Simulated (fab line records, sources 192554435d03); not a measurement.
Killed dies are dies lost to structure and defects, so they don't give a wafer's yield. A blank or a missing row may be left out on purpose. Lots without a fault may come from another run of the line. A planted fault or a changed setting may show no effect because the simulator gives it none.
fab line records | flow n5_finfet
record lots=23 wafers=69 last_day=18
route steps=1938 shown HKMG_FIN@405 GATE_CUT@465
lots that met no fault: from a run of the same line without faults
start_h: hours from the record's first day to the start of the lot's first wafer shown | wait_h: hours since the lot's step before | " the same as in the row above | L1.1+2: a row that stands for several wafers | - no value, or no start given | * or withheld: withheld | < > ~ a bound
route shown NAME@n: a module of which the file shows steps, and the number in the route of the first | usual: mean/standard deviation of fault-free wafers | same: alike in all rows | chamber/n: place in a boat | sites: the reading at each site | _std_site: their standard deviation | _edge_site: outer sites' mean less inner sites' | radius_mm: how far each site lies from the wafer's centre | mask NAME#n: copy n | behind: the tool/chamber that last shaped the wafer | hold: why the lot was held/for how many hours/how that ended | device: the transistor (n, p or np) that didn't switch | end of line: the same wafers' tests at the end of the route | a step without rows: its recipe alone | killed: dies lost to structure and defects at the first sort, not the wafer's yield | map: a wafer's dies, x killed, . not, _ none there
set.NAME: the setting as run; set.NAME@STEP: as run at that earlier step | model.NAME: the simulator's own value behind a step, which no gauge read
steps of the route over a sample of lots; a table a step, a row a wafer
services: from which hour (start_h, from the record's first day; less than 0 if before it) a tool's chamber was out of use, for how many hours, and why
## steps
# step N5_HKMG_FIN_STRIP_57
# recipe chemistry=CF4 resist=SiARC power_w=300 bias_power_w=75 pressure_mtorr=50 cf4_flow_sccm=150 rf_frequency_hz=6e+07
# usual bias_power_w=75.01/0.22 drypump_motor_current_A=5.50/0.29 oes_product_au=0.78/0.078 rf_vpp_V=270.9/1.6 showerhead_plenum_p_Torr=1.78/0.058 throttle_valve_pct=13.59/0.22
# columns lot.wafer tool chamber start_h wait_h bias_power_w drypump_motor_current_A oes_product_au rf_hours_counter_h rf_vpp_V showerhead_plenum_p_Torr throttle_valve_pct
L074.2 rie_diel-03 1 75.70 0.0 74.94 5.69 0.80 84 269.5 1.75 13.64
L074.5 " 2 " " 74.54 5.57 0.77 - 269.4 1.66 13.73
L074.6 " 1 " " 75.14 5.69 0.80 - 269.9 1.75 13.62
L075.1 rie_diel-01 0 81.11 0.0 75.13 5.48 0.67 216 270.4 1.77 13.64
L075.5 " 2 " " 74.88 5.90 0.87 - 272.7 1.83 13.67
L075.6 " 1 " " 74.61 5.10 0.88 - 269.2 1.83 13.35
L076.1 rie_diel-01 0 93.78 0.0 75.27 5.43 0.67 222 271.8 1.76 13.64
L076.4 " 1 " " 74.85 5.10 0.87 41 271.6 1.82 13.36
L076.5 " 1 " " 74.66 5.11 0.87 - 270.3 1.82 13.38
L077.1 rie_diel-01 2 96.39 0.0 74.78 5.95 0.86 48 272.0 1.82 13.67
L077.2 " 3 " " 75.22 5.45 0.75 143 270.0 1.79 13.20
L077.5 " 1 " " 75.07 5.10 0.87 - 272.3 1.82 13.38
L079.2 rie_diel-03 3 105.10 0.0 74.94 5.78 0.95 5 269.1 1.76 13.36
L079.4 " 3 " " 75.46 5.76 0.95 - 270.8 1.76 13.36
L079.5 " 0 " " 74.76 5.56 0.81 - 273.2 1.90 13.83
L078.1 rie_diel-01 3 106.23 0.0 74.86 5.43 0.75 147 271.7 1.78 13.21
L078.2 " 0 " " 74.87 5.45 0.67 229 272.1 1.76 13.65
L078.4 " 2 " " 75.16 5.95 0.85 53 271.3 1.82 13.69
L080.4 rie_diel-02 0 114.01 0.0 74.95 5.46 0.70 - 268.9 1.73 13.64
L080.5 " 2 " " 75.00 5.78 0.69 - 273.7 1.84 13.78
L080.6 " 1 " " 75.13 4.92 0.68 - 271.6 1.79 13.82
L081.2 rie_diel-02 0 118.65 0.0 74.69 5.48 0.70 177 269.8 1.72 13.64
L081.4 " 2 " " 74.65 5.76 0.69 238 271.9 1.84 13.77
L081.5 " 3 " " 75.20 5.42 0.77 - 268.9 1.72 13.81
L082.1 rie_diel-02 3 123.60 0.0 74.93 5.37 0.76 139 270.4 1.72 13.81
L082.4 " 1 " " 75.01 4.91 0.69 235 270.7 1.79 13.82
L082.5 " 2 " " 74.78 5.81 0.69 - 271.0 1.84 13.77
L083.2 rie_diel-01 2 130.97 0.0 74.61 5.91 0.84 61 271.0 1.82 13.72
L083.5 " 3 " " 75.22 5.39 0.74 - 271.7 1.78 13.23
L083.6 " 0 " " 75.22 5.45 0.66 - 270.7 1.76 13.67
L085.1 rie_diel-02 1 141.46 0.0 74.80 4.93 0.69 243 272.7 1.79 13.84
L085.2 " 3 " " 75.08 5.38 0.76 146 268.5 1.72 13.81
L085.4 " 2 " " 75.17 5.83 0.68 248 272.0 1.84 13.79
L086.2 rie_diel-01 2 152.06 0.0 75.02 5.96 0.83 69 272.3 1.82 13.72
L086.3 " 1 " " 75.25 5.10 0.84 63 272.4 1.82 13.43
L086.6 " 1 " " 74.81 5.11 0.84 - 271.8 1.82 13.43
L087.1 rie_diel-03 3 153.55 0.0 74.74 5.76 0.89 22 269.8 1.76 13.41
L087.3 " 1 " " 74.73 5.71 0.77 117 268.7 1.74 13.69
L087.4 " 0 " " 75.30 5.55 0.78 83 274.2 1.89 13.85
L088.3 rie_diel-03 0 158.78 0.0 75.06 5.56 0.78 86 273.8 1.89 13.86
L088.4 " 1 " " 74.76 5.69 0.77 120 269.7 1.74 13.69
L088.6 " 2 " " 74.74 5.55 0.74 - 268.8 1.65 13.82
L089.1 rie_diel-03 1 165.35 0.0 75.05 5.74 0.77 122 269.6 1.74 13.71
L089.2 " 0 " " 74.86 5.55 0.78 88 273.4 1.89 13.86
L089.3 " 2 " " 75.04 5.57 0.73 180 266.3 1.65 13.84
L090.1 rie_diel-03 0 169.95 0.0 75.27 5.56 0.78 89 274.3 1.89 13.88
L090.2 " 1 " " 74.57 5.69 0.76 124 270.2 1.74 13.71
L090.5 " 1 " " 74.92 5.72 0.76 - 270.0 1.74 13.71
L091.2 rie_diel-01 3 172.20 0.0 75.12 5.44 0.73 172 272.2 1.78 13.26
L091.4 " 2 " " 74.96 5.95 0.81 - 272.1 1.82 13.75
L091.6 " 1 " " 75.10 5.11 0.83 - 271.4 1.81 13.44
L092.2 rie_diel-01 1 180.78 0.0 75.10 5.10 0.83 76 272.0 1.81 13.46
L092.3 " 2 " " 74.88 5.92 0.82 82 269.6 1.81 13.75
L092.6 " 2 " " 74.99 5.93 0.81 - 271.4 1.82 13.76
L093.1 rie_diel-01 3 185.66 0.0 74.94 5.44 0.72 177 269.9 1.78 13.28
L093.2 " 0 " " 74.74 5.47 0.98 1 269.4 1.76 13.17
L093.5 " 0 " " 74.77 5.45 0.97 - 269.8 1.76 13.17
L094.1 rie_diel-01 0 197.06 0.0 75.41 5.49 0.95 5 270.2 1.75 13.19
L094.4 " 3 " " 74.48 5.42 0.72 182 270.3 1.77 13.29
L094.6 " 3 " " 75.00 5.42 0.72 - 270.2 1.78 13.30
L095.2 rie_diel-02 0 214.24 0.0 74.92 5.43 0.68 212 269.9 1.71 13.73
L095.4 " 3 " " 74.81 5.36 0.74 171 270.0 1.71 13.87
L095.5 " 2 " " 75.41 5.81 0.90 - 270.8 1.83 13.25
L096.1 rie_diel-01 1 220.91 0.0 74.92 5.11 0.81 87 271.7 1.81 13.47
L096.4 " 3 " " 75.21 5.38 0.71 190 271.4 1.77 13.31
L096.5 " 3 " " 75.09 5.37 0.72 - 270.9 1.77 13.30
L097.3 rie_diel-01 3 234.32 0.0 74.83 5.39 0.71 194 271.2 1.77 13.30
L097.4 " 2 " " 75.32 5.93 0.80 100 270.0 1.81 13.81
L097.5 " 1 " " 75.40 5.10 0.80 - 273.0 1.81 13.49
# step N5_HKMG_FIN_STRIP_88
# recipe chemistry=N2/H2 power_w=2500 temp_c=300 h2_frac=0.65 time_s=360 pressure_mtorr=withheld n2_flow_sccm=1750 h2_flow_sccm=3250
# usual drypump_motor_current_A=5.8/0.58 heater_power_w=448/35 temp_c=300.01/0.21
# columns lot.wafer tool chamber start_h wait_h drypump_motor_current_A heater_power_w rf_hours_counter_h temp_c
L074.2 plasma_asher-02 1 80.70 0.0 6.0 488 90 299.95
L074.5 " 1 " " 6.0 498 - 300.01
L074.6 " 0 " " 4.8 421 - 300.26
L075.1 plasma_asher-02 0 87.40 0.0 4.8 419 91 300.34
L075.5 " 0 " " 4.8 411 - 300.15
L075.6 " 1 " " 6.0 488 - 300.27
L076.1 plasma_asher-01 1 99.80 0.0 6.4 469 38 300.30
L076.4 " 0 " " 5.9 418 - 300.05
L076.5 " 0 " " 5.9 421 - 299.96
L077.1 plasma_asher-02 0 102.19 0.0 4.8 418 94 300.13
L077.2 " 1 " " 6.1 498 94 300.06
L077.5 " 0 " " 4.8 414 - 300.11
L079.2 plasma_asher-02 0 109.94 0.0 4.8 414 95 299.95
L079.4 " 0 " " 4.8 411 - 299.66
L079.5 " 1 " " 6.0 495 - 300.13
L078.1 plasma_asher-01 1 110.87 0.0 6.4 466 41 299.72
L078.2 " 0 " " 5.9 422 41 299.96
L078.4 " 1 " " 6.4 469 - 300.02
L080.4 plasma_asher-01 0 118.95 0.1 5.9 426 - 299.96
L080.5 " 1 " " 6.4 463 - 299.89
L080.6 " 0 " " 5.9 412 - 299.73
L081.2 plasma_asher-01 1 123.39 0.0 6.4 467 43 299.86
L081.4 " 1 " " 6.4 474 - 299.69
L081.5 " 1 " " 6.4 478 - 300.25
L082.1 plasma_asher-01 0 128.35 0.0 5.9 421 44 299.92
L082.4 " 1 " " 6.4 467 - 300.23
L082.5 " 0 " " 5.9 414 - 299.80
L083.2 plasma_asher-02 0 135.97 0.1 4.8 413 101 300.23
L083.5 " 0 " " 4.8 416 - 300.08
L083.6 " 1 " " 6.0 491 - 300.14
L085.1 plasma_asher-01 1 146.27 0.0 6.4 473 49 299.80
L085.2 " 0 " " 5.9 399 49 299.58
L085.4 " 1 " " 6.4 471 - 299.94
L086.2 plasma_asher-01 0 156.61 0.0 5.9 416 50 299.80
L086.3 " 1 " " 6.4 475 - 299.80
L086.6 " 1 " " 6.4 482 - 299.78
L087.1 plasma_asher-01 1 158.49 0.0 6.4 479 51 300.11
L087.3 " 1 " " 6.4 469 - 299.80
L087.4 " 0 " " 5.9 415 - 300.08
L088.3 plasma_asher-01 1 163.74 0.1 6.4 475 - 300.07
L088.4 " 0 " " 5.9 410 - 299.90
L088.6 " 1 " " 6.4 445 - 300.09
L089.1 plasma_asher-02 1 170.01 0.0 6.0 477 107 300.25
L089.2 " 0 " " 4.8 416 107 300.07
L089.3 " 0 " " 4.8 427 - 300.18
L090.1 plasma_asher-02 1 174.62 0.0 6.0 498 109 300.04
L090.2 " 0 " " 4.8 406 109 300.09
L090.5 " 0 " " 4.8 403 - 300.10
L091.2 plasma_asher-01 0 176.97 0.0 5.9 403 55 299.90
L091.4 " 0 " " 5.9 416 - 299.89
L091.6 " 0 " " 5.9 410 - 299.99
L092.2 plasma_asher-02 1 185.43 0.0 6.0 497 111 299.95
L092.3 " 0 " " 4.8 421 - 300.23
L092.6 " 0 " " 4.8 414 - 299.96
L093.1 plasma_asher-02 0 190.80 0.0 4.8 420 112 300.05
L093.2 " 1 " " 6.0 482 112 299.92
L093.5 " 0 " " 4.8 413 - 299.80
L094.1 plasma_asher-01 0 202.01 0.0 5.9 408 59 299.37
L094.4 " 0 " " 5.9 419 - 299.76
L094.6 " 0 " " 5.9 422 - 299.63
L095.2 plasma_asher-02 1 218.90 0.0 6.0 491 115 300.19
L095.4 " 1 " " 6.0 508 - 300.24
L095.5 " 1 " " 6.0 483 - 300.05
L096.1 plasma_asher-02 0 226.02 0.0 4.8 413 116 299.59
L096.4 " 0 " " 4.8 408 - 299.91
L096.5 " 0 " " 4.8 421 - 299.72
L097.3 plasma_asher-01 1 239.38 0.1 6.4 471 - 299.76
L097.4 " 0 " " 5.9 407 - 300.12
L097.5 " 1 " " 6.4 465 - 300.01
# step N5_HKMG_FIN_NWFM_ALD_20
# recipe material=TiAlC target_thk_a=20 temp_c=300 ald_precursor_family=TiCl4 ald_co_reactant=TEA pulse_time_s=3 purge_time_s=2 co_reactant_purge_time_s=2 co_reactant_pulse_time_s=10 ald_cycles=7 pressure_torr=3
# usual heater_power_w=494/53 precursor_pulse_height_rel=1.000/0.018
# columns lot.wafer tool chamber start_h wait_h heater_power_w precursor_pulse_height_rel
L074.2 ald_metal-03 1 81.08 0.3 482 0.966
L074.5 " 2 " " 517 0.961
L074.6 " 1 " " 497 1.018
L075.1 ald_metal-04 3 87.78 0.3 410 0.989
L075.5 " 0 " " 566 1.003
L075.6 " 1 " " 439 0.973
L076.1 ald_metal-04 1 100.18 0.3 451 1.012
L076.4 " 2 " " 488 1.006
L076.5 " 1 " " 454 1.031
L077.1 ald_metal-04 3 102.57 0.3 403 1.002
L077.2 " 1 " " 443 1.005
L077.5 " 2 " " 488 0.992
L079.2 ald_metal-03 2 110.38 0.3 512 0.995
L079.4 " 1 " " 476 0.970
L079.5 " 1 " " 485 1.033
L078.1 ald_metal-01 3 111.25 0.3 534 1.006
L078.2 " 2 " " 493 0.983
L078.4 " 1 " " 468 1.024
L080.4 ald_metal-03 0 119.22 0.2 430 1.019
L080.5 " 0 " " 441 1.023
L080.6 " 3 " " 523 0.990
L081.2 ald_metal-04 1 123.77 0.3 448 0.995
L081.4 " 3 " " 428 1.005
L081.5 " 3 " " 427 0.966
L082.1 ald_metal-03 0 128.73 0.3 446 0.995
L082.4 " 2 " " 518 0.990
L082.5 " 0 " " 438 0.994
L083.2 ald_metal-01 0 136.35 0.3 550 0.994
L083.5 " 1 " " 461 1.008
L083.6 " 2 " " 486 1.009
L085.1 ald_metal-04 0 146.65 0.3 585 0.986
L085.2 " 2 " " 493 1.002
L085.4 " 3 " " 418 1.000
L086.2 ald_metal-01 1 157.00 0.3 465 0.967
L086.3 " 3 " " 539 0.966
L086.6 " 0 " " 571 0.993
L087.1 ald_metal-01 0 158.87 0.3 574 1.009
L087.3 " 3 " " 535 0.998
L087.4 " 1 " " 456 0.963
L088.3 ald_metal-04 2 164.01 0.1 494 1.031
L088.4 " 1 " " 449 0.987
L088.6 " 1 " " 437 0.990
L089.1 ald_metal-04 1 170.40 0.3 441 0.985
L089.2 " 0 " " 582 0.978
L089.3 " 2 " " 486 0.999
L090.1 ald_metal-04 1 175.01 0.3 441 1.023
L090.2 " 2 " " 486 0.981
L090.5 " 0 " " 577 0.997
L091.2 ald_metal-03 2 177.35 0.3 506 1.014
L091.4 " 1 " " 474 0.974
L091.6 " 2 " " 531 1.006
L092.2 ald_metal-04 2 185.81 0.3 492 0.978
L092.3 " 0 " " 582 0.993
L092.6 " 0 " " 588 1.016
L093.1 ald_metal-01 1 191.18 0.3 466 1.016
L093.2 " 0 " " 554 1.000
L093.5 " 1 " " 467 1.006
L094.1 ald_metal-01 1 202.39 0.3 459 0.999
L094.4 " 3 " " 534 1.001
L094.6 " 0 " " 553 1.014
L095.2 ald_metal-01 3 219.28 0.3 527 1.004
L095.4 " 0 " " 551 1.014
L095.5 " 0 " " 557 0.988
L096.1 ald_metal-04 1 226.40 0.3 441 1.005
L096.4 " 3 " " 422 1.029
L096.5 " 3 " " 428 0.998
L097.3 ald_metal-04 0 239.65 0.1 576 0.997
L097.4 " 2 " " 495 0.992
L097.5 " 0 " " 582 1.018
# step N5_HKMG_FIN_STRIP_69
# recipe chemistry=N2/H2 power_w=2500 temp_c=300 h2_frac=0.65 time_s=360 pressure_mtorr=withheld n2_flow_sccm=1750 h2_flow_sccm=3250
# usual drypump_motor_current_A=5.8/0.58 heater_power_w=448/35 temp_c=299.97/0.21
# columns lot.wafer tool chamber start_h wait_h drypump_motor_current_A heater_power_w rf_hours_counter_h temp_c
L074.2 plasma_asher-01 1 82.31 0.1 6.4 459 35 299.89
L074.5 " 1 " " 6.4 474 - 299.66
L074.6 " 0 " " 5.9 423 - 300.06
L075.1 plasma_asher-01 0 88.91 0.1 5.9 413 36 300.06
L075.5 " 1 " " 6.4 475 - 299.80
L075.6 " 0 " " 5.9 400 - 299.73
L076.1 plasma_asher-02 1 101.06 0.1 6.1 490 93 299.88
L076.4 " 0 " " 4.8 430 - 299.91
L076.5 " 0 " " 4.8 417 - 299.58
L077.1 plasma_asher-01 1 103.61 0.1 6.4 472 39 299.73
L077.2 " 0 " " 5.9 414 39 299.85
L077.5 " 0 " " 5.9 419 - 299.71
L079.2 plasma_asher-02 0 111.18 0.1 4.8 407 96 300.07
L079.4 " 1 " " 6.0 482 - 299.77
L079.5 " 1 " " 6.0 484 - 299.69
L078.1 plasma_asher-02 1 112.05 0.1 6.0 488 96 299.78
L078.2 " 0 " " 4.8 418 96 300.10
L078.4 " 1 " " 6.0 485 - 299.87
L080.4 plasma_asher-01 0 120.14 0.2 5.9 410 - 299.97
L080.5 " 0 " " 5.9 412 - 300.12
L080.6 " 1 " " 6.4 471 - 300.31
L081.2 plasma_asher-01 0 124.57 0.1 5.9 405 43 299.80
L081.4 " 1 " " 6.4 472 - 299.79
L081.5 " 0 " " 5.9 414 - 299.88
L082.1 plasma_asher-01 0 129.70 0.3 5.9 411 45 299.99
L082.4 " 1 " " 6.4 473 - 300.33
L082.5 " 0 " " 5.9 417 - 299.86
L083.2 plasma_asher-02 1 137.15 0.1 6.1 490 101 300.23
L083.5 " 1 " " 6.0 497 - 300.05
L083.6 " 0 " " 4.8 412 - 299.86
L085.1 plasma_asher-01 0 147.45 0.1 5.9 414 49 299.78
L085.2 " 1 " " 6.4 465 49 300.46
L085.4 " 0 " " 5.9 407 - 299.76
L086.2 plasma_asher-01 1 157.95 0.1 6.4 471 51 299.67
L086.3 " 1 " " 6.4 473 - 299.57
L086.6 " 0 " " 5.9 414 - 300.07
L087.1 plasma_asher-02 0 159.93 0.1 4.8 412 105 300.34
L087.3 " 0 " " 4.8 415 - 300.26
L087.4 " 1 " " 6.0 502 - 299.88
L088.3 plasma_asher-02 0 165.57 0.2 4.8 416 - 300.06
L088.4 " 1 " " 6.0 496 - 299.84
L088.6 " 0 " " 4.8 417 - 300.18
L089.1 plasma_asher-02 1 171.19 0.1 6.0 486 108 299.87
L089.2 " 0 " " 4.8 408 108 300.02
L089.3 " 1 " " 6.1 497 - 299.57
L090.1 plasma_asher-02 0 175.88 0.1 4.8 415 109 299.92
L090.2 " 1 " " 6.0 495 109 300.11
L090.5 " 0 " " 4.8 406 - 300.27
L091.2 plasma_asher-02 1 178.30 0.2 6.0 483 110 300.54
L091.4 " 1 " " 6.0 494 - 300.33
L091.6 " 0 " " 4.8 413 - 300.02
L092.2 plasma_asher-01 0 186.77 0.2 5.9 417 57 300.08
L092.3 " 0 " " 5.9 416 - 300.10
L092.6 " 1 " " 6.4 458 - 299.95
L093.1 plasma_asher-02 1 191.98 0.1 6.0 493 112 299.88
L093.2 " 0 " " 4.8 412 112 300.02
L093.5 " 0 " " 4.8 414 - 299.90
L094.1 plasma_asher-01 0 203.19 0.1 5.9 415 60 299.86
L094.4 " 1 " " 6.4 468 - 300.29
L094.6 " 1 " " 6.3 473 - 299.74
L095.2 plasma_asher-01 1 220.08 0.1 6.4 476 62 300.11
L095.4 " 0 " " 5.9 418 - 300.34
L095.5 " 0 " " 5.9 399 - 300.03
L096.1 plasma_asher-02 1 227.26 0.1 6.0 498 116 299.99
L096.4 " 0 " " 4.8 408 - 299.98
L096.5 " 1 " " 6.0 504 - 299.74
L097.3 plasma_asher-02 0 240.57 0.2 4.8 409 - 299.97
L097.4 " 1 " " 6.0 490 - 300.21
L097.5 " 1 " " 6.1 497 - 300.29
# step N5_GATE_CUT_ETCHBACK_00
# recipe chemistry=SF6/Cl2 target=W pressure_mtorr=8 icp_w=900 bias_w=80 SF6_flow_sccm=40 Cl2_flow_sccm=60
# usual drypump_motor_current_A=6.0/0.49 oes_product_au=0.77/0.084 throttle_valve_pct=27.60/0.24
# columns lot.wafer tool chamber start_h wait_h drypump_motor_current_A oes_product_au rf_hours_counter_h throttle_valve_pct
L074.2 rie_metal-02 1 83.98 0.0 6.1 0.83 27 27.22
L074.5 " 0 " " 6.0 0.62 - 27.80
L074.6 " 1 " " 6.1 0.83 - 27.24
L075.1 rie_metal-03 1 90.57 0.0 6.7 0.88 15 27.57
L075.5 " 0 " " 5.8 0.83 - 27.88
L075.6 " 1 " " 6.7 0.88 - 27.55
L076.1 rie_metal-03 1 102.73 0.0 6.7 0.87 16 27.57
L076.4 " 1 " " 6.7 0.88 - 27.58
L076.5 " 1 " " 6.7 0.88 - 27.58
L077.1 rie_metal-03 0 105.28 0.0 5.8 0.82 30 27.88
L077.2 " 1 " " 6.7 0.87 16 27.55
L077.5 " 1 " " 6.7 0.87 - 27.56
L079.2 rie_metal-02 1 112.88 0.0 6.1 0.82 29 27.26
L079.4 " 0 " " 6.0 0.61 - 27.80
L079.5 " 0 " " 6.0 0.62 - 27.82
L078.1 rie_metal-02 0 113.72 0.0 6.0 0.61 137 27.83
L078.2 " 1 " " 6.1 0.81 29 27.24
L078.4 " 0 " " 6.0 0.61 - 27.83
L080.4 rie_metal-01 1 121.73 0.1 5.9 0.64 - 27.66
L080.5 " 1 " " 5.9 0.65 - 27.65
L080.6 " 0 " " 4.9 0.72 - 27.34
L081.2 rie_metal-02 1 126.23 0.0 6.0 0.81 30 27.24
L081.4 " 1 " " 6.1 0.81 - 27.24
L081.5 " 1 " " 6.1 0.81 - 27.24
L082.1 rie_metal-03 0 131.36 0.0 5.8 0.81 33 27.87
L082.4 " 0 " " 5.9 0.81 - 27.89
L082.5 " 1 " " 6.7 0.85 - 27.55
L083.2 rie_metal-03 0 138.81 0.0 5.8 0.81 34 27.90
L083.5 " 1 " " 6.7 0.86 - 27.57
L083.6 " 0 " " 5.9 0.82 - 27.91
L085.1 rie_metal-03 0 149.11 0.0 5.9 0.81 35 27.88
L085.2 " 1 " " 6.7 0.85 21 27.57
L085.4 " 0 " " 5.9 0.81 - 27.90
L086.2 rie_metal-01 0 159.61 0.0 4.9 0.71 73 27.35
L086.3 " 1 " " 5.9 0.64 - 27.66
L086.6 " 1 " " 5.9 0.64 - 27.66
L087.1 rie_metal-01 0 161.59 0.0 4.9 0.71 73 27.36
L087.3 " 0 " " 4.9 0.71 - 27.35
L087.4 " 1 " " 5.9 0.64 - 27.65
L088.3 rie_metal-01 0 167.16 0.1 4.9 0.72 - 27.35
L088.4 " 1 " " 5.9 0.64 - 27.65
L088.6 " 0 " " 4.9 0.71 - 27.35
L089.1 rie_metal-02 0 172.86 0.0 6.0 0.60 141 27.81
L089.2 " 1 " " 6.1 0.79 35 27.26
L089.3 " 0 " " 6.0 0.61 - 27.83
L090.1 rie_metal-03 1 177.64 0.0 6.7 0.84 24 27.58
L090.2 " 0 " " 5.9 0.80 38 27.90
L090.5 " 1 " " 6.7 0.83 - 27.58
L091.2 rie_metal-03 1 179.96 0.0 6.7 0.83 24 27.57
L091.4 " 0 " " 5.8 0.81 - 27.89
L091.6 " 0 " " 5.9 0.80 - 27.89
L092.2 rie_metal-01 0 188.55 0.1 4.9 0.71 76 27.37
L092.3 " 1 " " 5.9 0.63 - 27.67
L092.6 " 1 " " 5.9 0.64 - 27.67
L093.1 rie_metal-03 0 193.64 0.0 5.8 0.79 40 27.88
L093.2 " 1 " " 6.7 0.83 25 27.59
L093.5 " 0 " " 5.9 0.79 - 27.89
L094.1 rie_metal-02 1 204.85 0.0 6.1 0.78 40 27.28
L094.4 " 1 " " 6.1 0.78 - 27.26
L094.6 " 1 " " 6.1 0.78 - 27.27
L095.2 rie_metal-03 1 221.74 0.0 6.7 0.83 28 27.57
L095.4 " 0 " " 5.9 0.80 - 27.92
L095.5 " 0 " " 5.9 0.79 - 27.91
L096.1 rie_metal-02 1 228.92 0.0 6.1 0.76 43 27.28
L096.4 " 1 " " 6.1 0.77 - 27.28
L096.5 " 1 " " 6.1 0.77 - 27.27
L097.3 rie_metal-03 0 242.15 0.1 5.9 0.79 - 27.90
L097.4 " 1 " " 6.7 0.83 - 27.59
L097.5 " 0 " " 5.9 0.78 - 27.90
# step N5_GATE_CUT_ETCH_56
# recipe chemistry=Cl2/Ar target=TiN target_depth_a=216 pressure_mtorr=10 icp_w=600 bias_w=60 Cl2_flow_sccm=40 Ar_flow_sccm=60
# usual drypump_motor_current_A=6.0/0.5 mfc_ar_sccm=60.00/0.16 oes_product_au=0.76/0.08 throttle_valve_pct=20.96/0.22
# columns lot.wafer tool chamber start_h wait_h drypump_motor_current_A mfc_ar_sccm oes_product_au rf_hours_counter_h throttle_valve_pct
L074.2 rie_metal-02 1 84.10 0.1 6.1 60.02 0.82 27 20.61
L074.5 " 0 " " 6.0 59.95 0.62 - 21.23
L074.6 " 1 " " 6.1 60.20 0.82 - 20.61
L075.1 rie_metal-03 1 90.69 0.1 6.7 59.81 0.86 15 20.90
L075.5 " 0 " " 5.9 59.72 0.83 - 21.16
L075.6 " 1 " " 6.7 60.13 0.87 - 20.91
L076.1 rie_metal-03 1 102.85 0.1 6.7 59.90 0.85 16 20.94
L076.4 " 1 " " 6.7 60.00 0.86 - 20.93
L076.5 " 1 " " 6.7 60.21 0.86 - 20.93
L077.1 rie_metal-03 0 105.40 0.1 5.9 59.87 0.83 30 21.15
L077.2 " 1 " " 6.7 59.96 0.87 16 20.91
L077.5 " 1 " " 6.7 59.89 0.86 - 20.91
L079.2 rie_metal-02 1 113.00 0.1 6.1 60.15 0.82 29 20.60
L079.4 " 0 " " 6.0 59.49 0.62 - 21.23
L079.5 " 0 " " 6.0 60.07 0.62 - 21.24
L078.1 rie_metal-02 0 113.84 0.1 6.0 60.09 0.61 137 21.22
L078.2 " 1 " " 6.1 59.84 0.82 29 20.59
L078.4 " 0 " " 6.0 60.03 0.61 - 21.24
L080.4 rie_metal-01 1 121.84 0.1 5.9 60.04 0.64 - 21.04
L080.5 " 1 " " 5.9 59.98 0.64 - 21.04
L080.6 " 0 " " 4.9 60.04 0.72 - 20.71
L081.2 rie_metal-02 1 126.35 0.1 6.1 59.93 0.81 30 20.60
L081.4 " 1 " " 6.1 60.02 0.81 - 20.62
L081.5 " 1 " " 6.1 60.10 0.82 - 20.61
L082.1 rie_metal-03 0 131.48 0.1 5.8 60.13 0.81 33 21.16
L082.4 " 0 " " 5.9 59.88 0.81 - 21.16
L082.5 " 1 " " 6.7 59.85 0.84 - 20.93
L083.2 rie_metal-03 0 138.93 0.1 5.9 60.14 0.81 34 21.17
L083.5 " 1 " " 6.7 60.13 0.84 - 20.94
L083.6 " 0 " " 5.8 59.76 0.81 - 21.14
L085.1 rie_metal-03 0 149.23 0.1 5.8 60.08 0.80 35 21.17
L085.2 " 1 " " 6.7 60.02 0.84 21 20.94
L085.4 " 0 " " 5.9 60.17 0.81 - 21.17
L086.2 rie_metal-01 0 159.73 0.1 4.9 59.89 0.72 73 20.70
L086.3 " 1 " " 5.9 59.91 0.63 - 21.03
L086.6 " 1 " " 5.9 59.94 0.64 - 21.05
L087.1 rie_metal-01 0 161.71 0.1 4.9 60.24 0.73 73 20.69
L087.3 " 0 " " 4.9 60.42 0.72 - 20.71
L087.4 " 1 " " 5.9 59.97 0.63 - 21.04
L088.3 rie_metal-01 0 167.27 0.1 4.9 60.11 0.72 - 20.70
L088.4 " 1 " " 5.9 60.23 0.63 - 21.05
L088.6 " 0 " " 4.9 60.01 0.72 - 20.71
L089.1 rie_metal-02 0 172.98 0.1 6.0 59.82 0.60 141 21.25
L089.2 " 1 " " 6.1 59.71 0.79 35 20.62
L089.3 " 0 " " 6.0 59.93 0.60 - 21.24
L090.1 rie_metal-03 1 177.76 0.1 6.7 60.12 0.82 24 20.97
L090.2 " 0 " " 5.9 59.89 0.79 38 21.18
L090.5 " 1 " " 6.7 60.06 0.82 - 20.95
L091.2 rie_metal-03 1 180.08 0.1 6.7 60.08 0.82 24 20.95
L091.4 " 0 " " 5.8 59.95 0.80 - 21.16
L091.6 " 0 " " 5.8 59.99 0.80 - 21.18
L092.2 rie_metal-01 0 188.67 0.1 4.9 59.89 0.72 76 20.70
L092.3 " 1 " " 6.0 60.07 0.63 - 21.07
L092.6 " 1 " " 5.9 60.21 0.63 - 21.06
L093.1 rie_metal-03 0 193.76 0.1 5.9 60.14 0.79 40 21.18
L093.2 " 1 " " 6.7 59.90 0.82 26 20.96
L093.5 " 0 " " 5.9 59.99 0.79 - 21.18
L094.1 rie_metal-02 1 205.09 0.2 6.1 59.84 0.78 40 20.66
L094.4 " 1 " " 6.1 59.93 0.78 - 20.65
L094.6 " 1 " " 6.1 60.02 0.78 - 20.64
L095.2 rie_metal-03 1 221.86 0.1 6.7 59.73 0.80 28 20.97
L095.4 " 0 " " 5.8 59.66 0.79 - 21.18
L095.5 " 0 " " 5.8 59.95 0.79 - 21.21
L096.1 rie_metal-02 1 229.16 0.2 6.1 59.96 0.77 43 20.67
L096.4 " 1 " " 6.1 59.82 0.77 - 20.66
L096.5 " 1 " " 6.1 59.85 0.77 - 20.66
L097.3 rie_metal-03 0 242.26 0.1 5.8 60.00 0.78 - 21.19
L097.4 " 1 " " 6.7 59.96 0.80 - 20.96
L097.5 " 0 " " 5.8 59.79 0.79 - 21.18
## services
# columns tool chamber start_h hours kind
ald_metal-03 3 59.06 26.7 repair
rie_diel-02 2 64.65 7.3 repair
ald_metal-04 - 65.46 1.3 repair
rie_diel-01 2 65.93 13.0 repair
rie_diel-02 - 70.76 33.9 repair
rie_metal-02 1 90.31 8.5 repair
rie_diel-02 3 106.41 11.6 repair
rie_metal-02 0 126.69 16.4 repair
rie_diel-02 - 151.44 0.6 repair
rie_diel-01 0 165.02 - clean
rie_metal-02 0 175.69 26.6 repair
ald_metal-01 - 178.85 1.1 repair
ald_metal-04 3 184.34 3.5 repair
ald_metal-03 1 191.45 4.2 repair
ald_metal-03 3 192.31 14.3 repair
ald_metal-03 - 200.03 2.8 pm
rie_diel-03 3 201.09 8.5 repair
rie_metal-02 0 202.30 - clean
rie_metal-02 0 202.30 28.8 scheduled_down
rie_metal-02 0 202.30 28.8 vent_cycle
rie_diel-01 1 205.35 2.7 repair
plasma_asher-02 - 205.65 2.8 pm
rie_metal-01 - 222.61 0.1 repair
rie_diel-01 3 237.65 3.0 repair
## key
fault none
